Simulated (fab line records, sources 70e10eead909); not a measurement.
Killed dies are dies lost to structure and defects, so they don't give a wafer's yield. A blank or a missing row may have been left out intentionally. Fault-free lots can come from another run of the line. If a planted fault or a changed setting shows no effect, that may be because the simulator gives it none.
Chamber matching | flow nand harc | NHARC_THIN_TSV_ETCH_44 on rie diel-09 has 4 sister chambers
The step etches the open film in CF4/O2, target depth 1594.2 nm, time 797.1 s. 4 wafers are shown with their chamber, then 9 later ones without.

== WAFERS WITH THEIR CHAMBER ==
wafer  | chamber | drypump motor current A (A)
L732.5 | 3       | 5.97
L733.1 | 1       | 5.48
L733.2 | 0       | 5.61
L733.4 | 2       | 5.47

== WAFERS WHOSE CHAMBER IS MISSING ==
wafer  | drypump motor current A (A)
L741.1 | 5.49
L741.2 | 5.49
L741.6 | 5.48
L743.1 | 5.99
L743.4 | 5.65
L743.5 | 5.52
L746.4 | 5.99
L746.5 | 5.49
L746.6 | 5.49

== THE CHAMBER EACH PASSED THROUGH ==
wafer  | from the rows above     | in truth
L741.1 | can't be placed: 1 or 2 | 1
L741.2 | can't be placed: 1 or 2 | 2
L741.6 | can't be placed: 1 or 2 | 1
L743.1 | 3                       | 3
L743.4 | 0                       | 0
L743.5 | can't be placed: 1 or 2 | 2
L746.4 | 3                       | 3
L746.5 | can't be placed: 1 or 2 | 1
L746.6 | can't be placed: 1 or 2 | 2
Placed correctly: 3 of 9. Unplaceable from these rows: 6, with the true chamber sitting among the candidates in 6. Wrongly placed: 0.
How it was worked out, from the rows above alone: a wafer's distance from a chamber is the root of the sum, over the readings, of the square of ((its reading less the chamber's mean) divided by the reading's scatter). If the next closest chamber is less than 2 further off than the closest, the wafer can't be placed; otherwise it belongs to the closest. The mean given for a chamber averages the wafers shown for that chamber. The scatter (one wafer shown for each chamber): square how far every hidden wafer sits from the nearest shown wafer, average those squares and take the square root.
